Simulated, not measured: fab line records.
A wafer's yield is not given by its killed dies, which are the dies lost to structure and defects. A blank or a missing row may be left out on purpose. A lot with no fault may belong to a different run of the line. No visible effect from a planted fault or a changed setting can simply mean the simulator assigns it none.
Chamber matching :: flow nand_harc :: cmp-04 running NHARC_P_M1_CMP_23: 4 sister chambers
The step polishes, t overpolish 20 s, target thk 157.82 nm. 14 wafers are shown with their chamber, then 7 later ones without.

## WAFERS WITH THEIR CHAMBER
wafer: L167.2
chamber: 1
motor_current_A (A): 8.7
time_to_endpoint_s (s): 29.2

wafer: L167.4
chamber: 3
motor_current_A (A): 11.6
time_to_endpoint_s (s): 31.2

wafer: L167.6
chamber: 1
motor_current_A (A): 9.3
time_to_endpoint_s (s): 28.1

wafer: L170.1
chamber: 0
motor_current_A (A): 12.4
time_to_endpoint_s (s): 26.2

wafer: L170.2
chamber: 2
motor_current_A (A): 12.3
time_to_endpoint_s (s): 29.5

wafer: L170.5
chamber: 2
motor_current_A (A): 11.9
time_to_endpoint_s (s): 29.4

wafer: L169.3
chamber: 1
motor_current_A (A): 8.6
time_to_endpoint_s (s): 27.3

wafer: L169.4
chamber: 2
motor_current_A (A): 11.3
time_to_endpoint_s (s): 31.8

wafer: L169.6
chamber: 3
motor_current_A (A): 11.8
time_to_endpoint_s (s): 28.6

wafer: L171.3
chamber: 0
motor_current_A (A): 12.9
time_to_endpoint_s (s): 26.8

wafer: L171.4
chamber: 1
motor_current_A (A): 9.0
time_to_endpoint_s (s): 27.1

wafer: L171.5
chamber: 3
motor_current_A (A): 11.4
time_to_endpoint_s (s): 30.8

wafer: L175.1
chamber: 1
motor_current_A (A): 8.6
time_to_endpoint_s (s): 27.2

wafer: L175.4
chamber: 2
motor_current_A (A): 11.7
time_to_endpoint_s (s): 30.2

SIGNATURES (means of the wafers above)
reading: motor_current_A
chamber 0: 12.650
chamber 1: 8.840
chamber 2: 11.800
chamber 3: 11.600
scatter within a chamber: 0.331

reading: time_to_endpoint_s
chamber 0: 26.500
chamber 1: 27.780
chamber 2: 30.225
chamber 3: 30.200
scatter within a chamber: 1.05
Rule: for each reading, subtract the chamber's mean from the wafer's reading, divide by that reading's scatter and square the result; add these up over the readings and take the root, which gives the wafer's distance from the chamber. The wafer belongs to the nearest chamber; if the next one is less than 2 further off, it can't be placed. The scatter: the root of (the sum of the squares of (reading less its chamber's mean) over the shown wafers, divided by (wafers less chambers)).

## WAFERS WITH NO CHAMBER GIVEN
wafer: L175.5
motor_current_A (A): 11.6
time_to_endpoint_s (s): 32.0

wafer: L176.1
motor_current_A (A): 12.5
time_to_endpoint_s (s): 30.0

wafer: L176.2
motor_current_A (A): 9.4
time_to_endpoint_s (s): 29.2

wafer: L176.4
motor_current_A (A): 10.9
time_to_endpoint_s (s): 29.0

wafer: L177.1
motor_current_A (A): 12.0
time_to_endpoint_s (s): 29.2

wafer: L177.2
motor_current_A (A): 9.1
time_to_endpoint_s (s): 24.9

wafer: L177.4
motor_current_A (A): 12.9
time_to_endpoint_s (s): 26.1

## CHAMBER TAKEN BY EACH
wafer: L175.5
from the rows above: can't be placed: 3 or 2
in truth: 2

wafer: L176.1
from the rows above: can't be placed: 2 or 3 or 0
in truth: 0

wafer: L176.2
from the rows above: 1
in truth: 1

wafer: L176.4
from the rows above: can't be placed: 3 or 2
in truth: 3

wafer: L177.1
from the rows above: can't be placed: 2 or 3
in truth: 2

wafer: L177.2
from the rows above: 1
in truth: 1

wafer: L177.4
from the rows above: 0
in truth: 0
Correct placement for 3 of the 7. From these rows, 4 cannot be placed; in 4 the true chamber is one of the candidates. Placed wrongly: 0.
